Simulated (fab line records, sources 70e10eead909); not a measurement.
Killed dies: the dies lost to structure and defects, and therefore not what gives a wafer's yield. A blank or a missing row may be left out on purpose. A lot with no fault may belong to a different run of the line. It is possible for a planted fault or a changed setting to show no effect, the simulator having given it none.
Matching of chambers :: flow nandHarc :: rieDiel-11 running NHARC_A_STAIRCASE_TRIM_196: 4 sister chambers
The step chemistry O2, time 211.2 s. 14 wafers are shown with their chamber, then 7 later ones without.

== WAFERS, EACH WITH ITS CHAMBER ==
wafer: L074.2
chamber: 3
drypumpMotorCurrentA (A): 5.4
showerheadPlenumPTorr (Torr): 3.35
oesProductAu (a.u.): 1.012

wafer: L074.3
chamber: 1
drypumpMotorCurrentA (A): 5.4
showerheadPlenumPTorr (Torr): 3.63
oesProductAu (a.u.): 1.010

wafer: L074.6
chamber: 2
drypumpMotorCurrentA (A): 6.4
showerheadPlenumPTorr (Torr): 3.28
oesProductAu (a.u.): 0.993

wafer: L075.4
chamber: 3
drypumpMotorCurrentA (A): 5.4
showerheadPlenumPTorr (Torr): 3.34
oesProductAu (a.u.): 1.001

wafer: L075.5
chamber: 3
drypumpMotorCurrentA (A): 5.4
showerheadPlenumPTorr (Torr): 3.34
oesProductAu (a.u.): 1.006

wafer: L075.6
chamber: 0
drypumpMotorCurrentA (A): 5.5
showerheadPlenumPTorr (Torr): 3.48
oesProductAu (a.u.): 0.993

wafer: L077.2
chamber: 0
drypumpMotorCurrentA (A): 5.5
showerheadPlenumPTorr (Torr): 3.47
oesProductAu (a.u.): 0.994

wafer: L077.4
chamber: 3
drypumpMotorCurrentA (A): 5.4
showerheadPlenumPTorr (Torr): 3.34
oesProductAu (a.u.): 1.001

wafer: L077.5
chamber: 0
drypumpMotorCurrentA (A): 5.6
showerheadPlenumPTorr (Torr): 3.47
oesProductAu (a.u.): 0.990

wafer: L086.3
chamber: 1
drypumpMotorCurrentA (A): 5.4
showerheadPlenumPTorr (Torr): 3.61
oesProductAu (a.u.): 1.001

wafer: L086.5
chamber: 1
drypumpMotorCurrentA (A): 5.4
showerheadPlenumPTorr (Torr): 3.61
oesProductAu (a.u.): 1.018

wafer: L086.6
chamber: 3
drypumpMotorCurrentA (A): 5.4
showerheadPlenumPTorr (Torr): 3.33
oesProductAu (a.u.): 0.998

wafer: L094.1
chamber: 0
drypumpMotorCurrentA (A): 5.6
showerheadPlenumPTorr (Torr): 3.45
oesProductAu (a.u.): 0.998

wafer: L094.2
chamber: 2
drypumpMotorCurrentA (A): 6.4
showerheadPlenumPTorr (Torr): 3.79
oesProductAu (a.u.): 1.006

SIGNATURES, as means of the wafers listed above
reading: drypumpMotorCurrentA
chamber 0: 5.550
chamber 1: 5.400
chamber 2: 6.400
chamber 3: 5.400
scatter within a chamber: 0.0316

reading: showerheadPlenumPTorr
chamber 0: 3.4675
chamber 1: 3.6167
chamber 2: 3.5350
chamber 3: 3.3400
scatter within a chamber: 0.114

reading: oesProductAu
chamber 0: 0.99375
chamber 1: 1.00967
chamber 2: 0.99950
chamber 3: 1.00360
scatter within a chamber: 0.00619
Rule: distance of a wafer from a chamber = root of the sum over the readings of ((wafer's reading minus chamber's mean) / reading's scatter) squared. The wafer belongs to the nearest chamber; if the next one is less than 2 further off, it can't be placed. The scatter: the root of (the sum of the squares of (reading less its chamber's mean) over the shown wafers, divided by (wafers less chambers)).

== WAFERS WHOSE CHAMBER IS MISSING ==
wafer: L094.3
drypumpMotorCurrentA (A): 5.4
showerheadPlenumPTorr (Torr): 3.31
oesProductAu (a.u.): 1.004

wafer: L093.1
drypumpMotorCurrentA (A): 5.4
showerheadPlenumPTorr (Torr): 3.31
oesProductAu (a.u.): 0.998

wafer: L093.2
drypumpMotorCurrentA (A): 6.4
showerheadPlenumPTorr (Torr): 3.79
oesProductAu (a.u.): 0.998

wafer: L093.4
drypumpMotorCurrentA (A): 5.5
showerheadPlenumPTorr (Torr): 3.45
oesProductAu (a.u.): 0.993

wafer: L096.2
drypumpMotorCurrentA (A): 5.4
showerheadPlenumPTorr (Torr): 3.59
oesProductAu (a.u.): 1.002

wafer: L096.4
drypumpMotorCurrentA (A): 5.5
showerheadPlenumPTorr (Torr): 3.44
oesProductAu (a.u.): 0.996

wafer: L096.6
drypumpMotorCurrentA (A): 6.4
showerheadPlenumPTorr (Torr): 3.78
oesProductAu (a.u.): 1.010

== CHAMBER TAKEN BY EACH ==
wafer: L094.3
from the rows above: 3
in truth: 3

wafer: L093.1
from the rows above: 3
in truth: 3

wafer: L093.2
from the rows above: 2
in truth: 2

wafer: L093.4
from the rows above: 0
in truth: 0

wafer: L096.2
from the rows above: can't be placed: 1 or 3
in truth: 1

wafer: L096.4
from the rows above: can't be placed: 0 or 3
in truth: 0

wafer: L096.6
from the rows above: 2
in truth: 2
Placed correctly: 5 of 7. From these rows, 2 cannot be placed; in 2 the true chamber is one of the candidates. 0 placed wrongly.
